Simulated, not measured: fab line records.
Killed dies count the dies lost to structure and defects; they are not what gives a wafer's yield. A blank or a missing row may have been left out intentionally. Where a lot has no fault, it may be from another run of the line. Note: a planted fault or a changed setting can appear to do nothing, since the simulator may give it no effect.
Which tool was responsible? + flow n5-finfet + 12 lots with 36 wafers sampled at 2 steps, on a route of 1938 steps

## WHAT THE GAUGES READ, wafer by wafer
N5_BEOL_M1_THK_MEAS_53: measures by xrf.
| lot  | measured     | on            | M1_THK (nm)    |
|------|--------------|---------------|----------------|
| L075 | day 7 07:58  | film-metro-02 | 39.7 41.2 41.3 |
| L078 | day 7 12:49  | film-metro-02 | 39.4 39.6 40.5 |
| L079 | day 7 17:54  | film-metro-02 | 41.1 41.0 41.9 |
| L081 | day 8 10:01  | film-metro-02 | 40.5 41.1 41.5 |
| L082 | day 8 21:25  | film-metro-02 | 40.3 41.0 42.0 |
| L085 | day 9 08:07  | film-metro-02 | 41.0 40.3 43.0 |
| L087 | day 9 18:51  | film-metro-01 | 39.7 42.5 42.4 |
| L089 | day 10 13:10 | film-metro-01 | 39.5 41.4 39.4 |
| L092 | day 10 23:13 | film-metro-02 | 38.2 39.0 39.0 |
| L093 | day 11 10:34 | film-metro-01 | 36.9 40.0 38.6 |
| L095 | day 11 15:29 | film-metro-01 | 37.9 41.8 42.2 |
| L097 | day 12 23:15 | film-metro-01 | 40.4 42.3 42.0 |

## WHAT TOOL EACH LOT RAN ON (gives the tool, then ch and the chambers of the sampled wafers, and finally the start)
| lot  | N5_BEOL_M1_ANNEAL_51             |
|------|----------------------------------|
| L075 | rtp-anneal-02 ch 0, day 7 07:22  |
| L078 | rtp-anneal-02 ch 0, day 7 12:19  |
| L079 | rtp-anneal-02 ch 0, day 7 16:35  |
| L081 | rtp-anneal-02 ch 0, day 8 09:25  |
| L082 | rtp-anneal-02 ch 0, day 8 20:49  |
| L085 | rtp-anneal-02 ch 0, day 9 07:32  |
| L087 | rtp-anneal-02 ch 0, day 9 18:20  |
| L089 | rtp-anneal-02 ch 0, day 10 12:35 |
| L092 | rtp-anneal-02 ch 0, day 10 22:37 |
| L093 | rtp-anneal-01 ch 0, day 11 10:02 |
| L095 | rtp-anneal-01 ch 0, day 11 14:41 |
| L097 | rtp-anneal-01 ch 0, day 12 22:40 |
- N5_BEOL_M1_ANNEAL_51: time 90 s.

## THE ANSWER, worked out from the rows above alone
Rule: what is usual is taken from the lots themselves. The widest of any qualifying gaps counts: lots, ordered by their means at a reading, are off when they make up no more than a third of the lots, leave a main group of 4 or more, and stand apart from it by 3 or more times the standard deviation of that group's means. A main group is skipped when, at the precision printed for the reading in the tables above, its means are all equal. Also off: a lot with no number at a reading for which 4 or more lots have one. The other lots that the step has rows for count as sound.
Across all readings shown, no lot is off: no conclusion can be drawn from this.

## WHAT HAD BEEN PUT IN BY THE SIMULATOR
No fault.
